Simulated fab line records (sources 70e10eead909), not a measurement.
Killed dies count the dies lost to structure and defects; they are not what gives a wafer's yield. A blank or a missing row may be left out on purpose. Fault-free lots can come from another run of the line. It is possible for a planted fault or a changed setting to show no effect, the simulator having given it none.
fab line records	flow nand_harc
record lots=14	wafers=42	last_day=33
route steps=1302 shown A_BLC@1123 A_M0@1144
lots untouched by any fault: they come from a run of this same line in which no faults occurred
start_h: hours from the record's first day to the start of the lot's first wafer shown	wait_h: hours elapsed since this lot's preceding step	" as in the row above	L1.1+2: a row that stands for several wafers	- no value present, or no start provided	* or withheld: withheld	< > ~ a bound
route shown NAME@n: a module of which the file shows steps, and the number in the route of the first	usual: average and standard deviation across the fault-free wafers	same: alike in all rows	chamber/n: place in a boat	sites: per-site readings	_std_site: standard deviation of those values	_edge_site: mean of outer sites minus mean of inner sites	radius_mm: for every site, how far away it sits from the centre of the wafer	mask NAME#n: copy n	behind: tool/chamber where the wafer was last shaped	hold: the reason the lot was held/the length of the hold in hours/how it ended	device: transistor that didn't switch, given as n, p or np	end of line: tests run on the same wafers once the route is complete	for a step that has no rows: nothing shown but its recipe	killed: the dies lost at the first sort to structure and to defects; this is not the yield of the wafer	map: shows each die of a wafer: x if killed, . if not, _ if none is there
set.NAME: the run value of the setting; set.NAME@STEP: its run value at that earlier step	model.NAME: the simulator's own value behind a step, which no gauge read
route steps across a sampled set of lots; one table per step, one row per wafer
services: from which hour (start_h, from the record's first day; less than 0 if before it) a tool's chamber was out of use, for how many hours, and why
## steps
# step NHARC_A_BLC_ETCH_18
# recipe target_depth_a=9100	c4f8_flow_sccm=20	o2_flow_sccm=10	ar_flow_sccm=withheld	rf_w=600	bias_w=1500	chemistry=C4F8/O2/Ar
# usual oes_product_au=0.943/0.02	rf_vpp_V=979/5.4
lot.wafer	tool	chamber	start_h	wait_h	oes_product_au	rf_hours_counter_h	rf_vpp_V
L482.4	rie_diel-01	1	-	-	0.934	14	976
L482.1	"	0	"	"	0.936	16	977
L482.5	"	2	"	"	0.924	-	981
L480.4	rie_diel-08	3	-	-	0.941	50	977
L480.6	"	1	"	"	0.927	-	989
L480.5	"	2	"	"	0.924	-	980
L483.2	rie_diel-12	3	-	-	0.930	5	988
L483.5	"	2	"	"	0.936	-	986
L483.4	"	3	"	"	0.922	-	987
L485.3	rie_diel-12	2	-	-	0.963	6	985
L485.2	"	3	"	"	0.950	7	987
L485.1	"	0	"	"	0.964	7	979
L486.2	rie_diel-12	2	-	-	0.929	7	987
L486.5	"	1	"	"	0.912	-	971
L486.6	"	2	"	"	0.919	-	987
L490.3	rie_diel-12	2	-	-	0.961	1	988
L490.2	"	0	"	"	0.981	1	980
L490.6	"	1	"	"	0.976	-	971
L496.2	rie_diel-01	2	-	-	0.935	10	981
L496.1	"	3	"	"	0.936	10	975
L496.6	"	2	"	"	0.935	-	980
L495.2	rie_diel-01	0	-	-	0.924	10	976
L495.4	"	1	"	"	0.918	11	976
L495.6	"	0	"	"	0.930	-	976
L498.3	rie_diel-01	0	-	-	0.923	11	975
L498.4	"	2	"	"	0.934	12	980
L498.5	"	0	"	"	0.927	-	975
L500.2	rie_diel-01	3	-	-	0.929	13	975
L500.1	"	1	"	"	0.922	13	976
L500.6	"	0	"	"	0.928	-	977
L499.4	rie_diel-01	1	-	-	0.983	13	975
L499.3	"	2	"	"	0.980	13	982
L499.5	"	3	"	"	0.960	-	973
L502.1	rie_diel-01	1	-	-	0.928	14	975
L502.3	"	2	"	"	0.941	13	981
L502.6	"	0	"	"	0.926	-	976
L501.2	rie_diel-01	0	-	-	0.929	13	978
L501.6	"	1	"	"	0.927	-	974
L501.5	"	2	"	"	0.934	-	980
L503.3	rie_diel-01	1	-	-	0.958	2	974
L503.4	"	3	"	"	0.950	1	973
L503.6	"	2	"	"	0.974	-	981
# step NHARC_A_M0_EXPOSE_06
# recipe na=1.35	target_cd_nm=80	dose_mj=83.25	mask_id=A_M0
# usual exposure_dose_mJ_cm2=83.25/0.084	focus_offset_nm=-0.1/0.52	stage_vel_mm_s=500.03/0.22
lot.wafer	tool	chamber	start_h	wait_h	mask	exposure_dose_mJ_cm2	focus_offset_nm	stage_vel_mm_s
L482.1	arfi_scanner-02	0	537.09	-	A_M0#0	83.29	-0.2	500.02
L482.4	"	0	"	"	A_M0#0	83.34	-0.5	500.14
L482.5	"	0	"	"	A_M0#0	83.20	0.1	500.13
L480.4	arfi_scanner-01	0	537.35	-	A_M0#0	83.19	0.0	500.40
L480.5	"	0	"	"	A_M0#0	83.14	-0.6	500.56
L480.6	"	0	"	"	A_M0#0	83.15	0.1	500.36
L483.2	arfi_scanner-01	0	540.22	-	A_M0#0	83.34	0.7	499.90
L483.4	"	0	"	"	A_M0#0	83.23	0.3	500.01
L483.5	"	0	"	"	A_M0#0	83.19	0.8	499.76
L485.1	arfi_scanner-02	-	561.95	-	A_M0#0	-	-	-
L485.2	"	-	"	"	A_M0#0	-	-	-
L485.3	"	-	"	"	A_M0#0	-	-	-
L486.2	arfi_scanner-02	-	575.42	-	A_M0#0	-	-	-
L486.5	"	-	"	"	A_M0#0	-	-	-
L486.6	"	-	"	"	A_M0#0	-	-	-
L490.2	arfi_scanner-01	0	647.49	-	A_M0#0	83.25	0.2	500.19
L490.3	"	0	"	"	A_M0#0	83.22	0.0	500.28
L490.6	"	0	"	"	A_M0#0	83.43	-0.1	500.41
L496.1	arfi_scanner-02	0	684.92	-	A_M0#0	83.06	-0.1	500.44
L496.2	"	0	"	"	A_M0#0	83.16	-0.4	500.35
L496.6	"	0	"	"	A_M0#0	83.29	-0.4	500.04
L495.2	arfi_scanner-02	0	692.10	-	A_M0#0	83.19	1.2	499.83
L495.4	"	0	"	"	A_M0#0	83.26	0.4	500.14
L495.6	"	0	"	"	A_M0#0	83.15	0.7	500.44
L498.3	arfi_scanner-02	0	709.63	-	A_M0#0	83.20	-0.5	499.79
L498.4	"	0	"	"	A_M0#0	83.40	-0.6	499.91
L498.5	"	0	"	"	A_M0#0	83.43	1.0	499.67
L500.1	arfi_scanner-02	0	713.58	-	A_M0#0	83.28	0.4	499.78
L500.2	"	0	"	"	A_M0#0	83.28	0.0	499.81
L500.6	"	0	"	"	A_M0#0	83.30	0.0	499.72
L499.3	arfi_scanner-01	0	714.89	-	A_M0#0	83.14	-0.8	499.97
L499.4	"	0	"	"	A_M0#0	83.27	-0.2	500.01
L499.5	"	0	"	"	A_M0#0	83.29	-0.6	500.01
L502.1	arfi_scanner-01	0	719.24	-	A_M0#0	83.13	-0.4	499.88
L502.3	"	0	"	"	A_M0#0	83.25	-0.6	500.09
L502.6	"	0	"	"	A_M0#0	83.31	-0.4	500.19
L501.2	arfi_scanner-03	0	723.04	-	A_M0#0	83.27	-0.3	500.13
L501.5	"	0	"	"	A_M0#0	83.19	0.6	500.23
L501.6	"	0	"	"	A_M0#0	83.06	0.1	499.86
L503.3	arfi_scanner-02	0	753.28	-	A_M0#0	83.31	0.1	499.92
L503.4	"	0	"	"	A_M0#0	83.26	-1.3	499.79
L503.6	"	0	"	"	A_M0#0	83.31	-0.5	499.64
# step NHARC_A_M0_OVL_MEAS_10
# recipe pitch_nm=160
# usual overlay_x_nm=0.1/0.59	overlay_y_nm=-0.3/0.51
lot.wafer	tool	chamber	start_h	wait_h	overlay_x_nm	overlay_y_nm
L482.1	overlay-02	-	537.32	-	-0.2	-0.5
L482.4	"	-	"	"	0.0	-0.1
L482.5	"	-	"	"	-0.1	-0.5
L480.4	overlay-01	-	537.56	-	0.5	-0.5
L480.5	"	-	"	"	0.2	-0.4
L480.6	"	-	"	"	0.7	-0.2
L483.2	overlay-01	-	540.45	-	0.4	-0.7
L483.4	"	-	"	"	0.5	-0.9
L483.5	"	-	"	"	-0.1	-0.2
L485.1	overlay-02	-	562.20	-	-	-
L485.2	"	-	"	"	-	-
L485.3	"	-	"	"	-	-
L486.2	overlay-02	-	575.64	-	-	-
L486.5	"	-	"	"	-	-
L486.6	"	-	"	"	-	-
L490.2	overlay-01	-	647.71	-	0.0	-0.8
L490.3	"	-	"	"	0.3	-0.7
L490.6	"	-	"	"	0.3	-0.7
L496.1	overlay-02	-	685.15	-	-0.1	-0.1
L496.2	"	-	"	"	0.1	0.1
L496.6	"	-	"	"	0.3	0.2
L495.2	overlay-01	-	692.32	-	-0.3	-0.1
L495.4	"	-	"	"	-0.5	0.3
L495.6	"	-	"	"	-0.5	0.3
L498.3	overlay-01	-	709.85	-	-0.3	0.3
L498.4	"	-	"	"	0.3	-0.1
L498.5	"	-	"	"	0.4	0.3
L500.1	overlay-01	-	713.80	-	0.6	-0.5
L500.2	"	-	"	"	0.8	-0.1
L500.6	"	-	"	"	0.2	-0.4
L499.3	overlay-02	-	715.11	-	1.3	0.3
L499.4	"	-	"	"	1.6	0.3
L499.5	"	-	"	"	1.2	0.6
L502.1	overlay-01	-	719.47	-	0.1	0.0
L502.3	"	-	"	"	0.2	0.3
L502.6	"	-	"	"	0.0	-0.1
L501.2	overlay-01	-	723.26	-	-0.3	-0.3
L501.5	"	-	"	"	-0.3	-0.3
L501.6	"	-	"	"	-0.5	-0.5
L503.3	overlay-02	-	753.50	-	0.1	0.1
L503.4	"	-	"	"	-0.2	-0.1
L503.6	"	-	"	"	0.4	-0.3
# step NHARC_A_M0_ETCH_34
# recipe target_depth_a=400	overetch_a=120	time_s=43.94	ion_energy_ev=200	n2_flow_sccm=150	h2_flow_sccm=150	ar_flow_sccm=0	rf_w=400	bias_w=150	chemistry=N2/H2
# usual drypump_motor_current_A=5.7/0.39	oes_product_au=0.999/0.01	rf_vpp_V=431.7/2.2	showerhead_plenum_p_Torr=2.08/0.077	throttle_valve_pct=14.171/0.0091
lot.wafer	tool	chamber	start_h	wait_h	drypump_motor_current_A	oes_product_au	rf_hours_counter_h	rf_vpp_V	showerhead_plenum_p_Torr	throttle_valve_pct
L482.1	rie_diel-03	1	537.51	0.1	5.5	1.011	2.8	433.2	2.15	14.159
L482.4	"	3	"	"	6.1	1.003	3.2	429.7	2.01	14.173
L482.5	"	1	"	"	5.5	1.011	-	433.2	2.15	14.179
L480.4	rie_diel-06	1	537.75	0.1	5.7	0.996	1.5	428.2	1.95	14.184
L480.5	"	0	"	"	6.1	0.996	-	434.9	2.18	14.171
L480.6	"	1	"	"	5.6	0.993	-	428.2	1.95	14.185
L483.4	rie_diel-11	3	540.63	0.1	5.4	0.997	6.2	430.5	2.03	14.159
L483.2	"	2	"	"	6.3	0.989	7.3	428.8	1.97	14.163
L483.5	"	0	"	"	5.7	0.990	-	431.5	2.12	14.165
L485.2	rie_diel-11	3	562.38	0.1	5.4	1.009	7.1	430.0	2.03	14.170
L485.1	"	1	"	"	5.4	1.001	8.1	433.8	2.19	14.157
L485.3	"	2	"	"	6.3	0.990	8.2	427.5	1.97	14.166
L486.2	rie_diel-03	0	575.83	0.1	5.8	0.998	4.1	432.2	2.06	14.182
L486.6	"	0	"	"	5.8	0.987	-	430.0	2.06	14.164
L486.5	"	1	"	"	5.5	1.016	-	433.2	2.15	14.159
L490.3	rie_diel-11	3	647.91	0.1	5.4	0.998	2.7	429.6	2.03	14.172
L490.2	"	0	"	"	5.7	1.001	3.3	433.5	2.12	14.163
L490.6	"	2	"	"	6.3	0.984	-	428.0	1.96	14.182
L496.2	rie_diel-11	2	685.33	0.1	6.3	0.988	4.4	429.9	1.96	14.183
L496.1	"	3	"	"	5.4	0.987	4.8	429.4	2.02	14.177
L496.6	"	2	"	"	6.3	0.991	-	429.8	1.96	14.170
L495.4	rie_diel-11	1	692.50	0.1	5.4	1.013	5.4	433.7	2.18	14.171
L495.2	"	0	"	"	5.7	1.006	5.7	433.9	2.12	14.172
L495.6	"	2	"	"	6.3	1.003	-	429.2	1.96	14.179
L498.3	rie_diel-03	3	710.03	0.1	6.1	1.001	2.4	429.8	2.00	14.174
L498.4	"	1	"	"	5.5	1.006	2.2	432.7	2.15	14.175
L498.5	"	3	"	"	6.1	1.005	-	429.5	2.01	14.170
L500.1	rie_diel-06	1	713.99	0.1	5.7	1.000	2.3	427.4	1.95	14.163
L500.2	"	0	"	"	6.1	1.007	0.3	435.5	2.18	14.164
L500.6	"	1	"	"	5.7	0.999	-	429.1	1.95	14.169
L499.3	rie_diel-06	1	715.30	0.1	5.7	1.003	2.4	428.0	1.95	14.177
L499.4	"	3	"	"	6.1	1.015	2.4	432.4	2.12	14.165
L499.5	"	1	"	"	5.6	0.997	-	426.2	1.95	14.180
L502.3	rie_diel-11	2	719.66	0.1	6.3	0.979	7.1	429.8	1.96	14.175
L502.1	"	0	"	"	5.7	0.988	8.2	432.3	2.12	14.190
L502.6	"	1	"	"	5.4	1.000	-	433.6	2.18	14.179
L501.2	rie_diel-03	3	723.45	0.1	6.1	1.001	3.1	429.3	2.00	14.160
L501.6	"	2	"	"	5.9	1.014	-	432.4	2.11	14.164
L501.5	"	3	"	"	6.1	1.007	-	429.9	2.00	14.174
L503.4	rie_diel-06	1	753.69	0.1	5.7	0.997	4.9	429.3	1.95	14.151
L503.3	"	2	"	"	4.6	0.986	5.2	432.5	2.16	14.179
L503.6	"	2	"	"	4.6	0.973	-	433.1	2.16	14.182
## services
tool	chamber	start_h	hours	kind
rie_diel-11	-	518.05	0.7	repair
arfi_scanner-02	-	518.49	0.3	repair
rie_diel-03	3	524.97	1.7	repair
rie_diel-12	0	530.21	16.7	repair
rie_diel-01	1	536.56	4.7	repair
rie_diel-03	2	551.27	5.6	repair
rie_diel-01	-	557.80	9.0	pm
rie_diel-03	0	557.86	8.6	repair
rie_diel-06	3	572.48	5.9	repair
arfi_scanner-01	-	596.66	4.0	pm
rie_diel-11	-	609.67	9.0	pm
rie_diel-03	0	610.48	7.6	repair
rie_diel-12	-	622.40	9.0	pm
rie_diel-01	-	623.71	4.8	repair
arfi_scanner-02	-	624.72	0.2	repair
rie_diel-03	-	635.32	9.0	pm
rie_diel-01	0	650.16	5.0	repair
arfi_scanner-02	-	656.01	4.0	pm
rie_diel-03	2	657.73	1.7	repair
rie_diel-06	-	661.20	9.0	pm
rie_diel-12	3	675.21	9.1	repair
rie_diel-11	0	678.53	6.5	repair
arfi_scanner-02	-	718.75	1.1	repair
rie_diel-01	-	734.83	9.0	pm
## key
first_sign step=NHARC_A_M0_EXPOSE_06	reading=tool_record	direction=missing
effect none on later readings
met_at NHARC_A_M0_EXPOSE_06
struck_lots L485,L486
later_rows_left_out L485.1,L485.2,L485.3,L486.2,L486.5,L486.6
sort_left_out L485.1,L485.2,L485.3,L486.2,L486.5,L486.6
not_acting_at NHARC_A_BLC_ETCH_18,NHARC_A_M0_OVL_MEAS_10,NHARC_A_M0_ETCH_34
onset_between 537.09 561.95
fault kind=skipped_step_whole	tool=arfi_scanner-02	chamber=-	onset_h=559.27	steps=NHARC_A_M0_EXPOSE_06	scope=struck_lots_only
# sort_left_out: the simulated sort isn't trusted on such a fault, so these wafers' sort isn't shown, and their yield isn't known
# later_rows_left_out: the simulator's readings of these wafers behind a module that went badly wrong aren't trusted and aren't shown, but for the sort
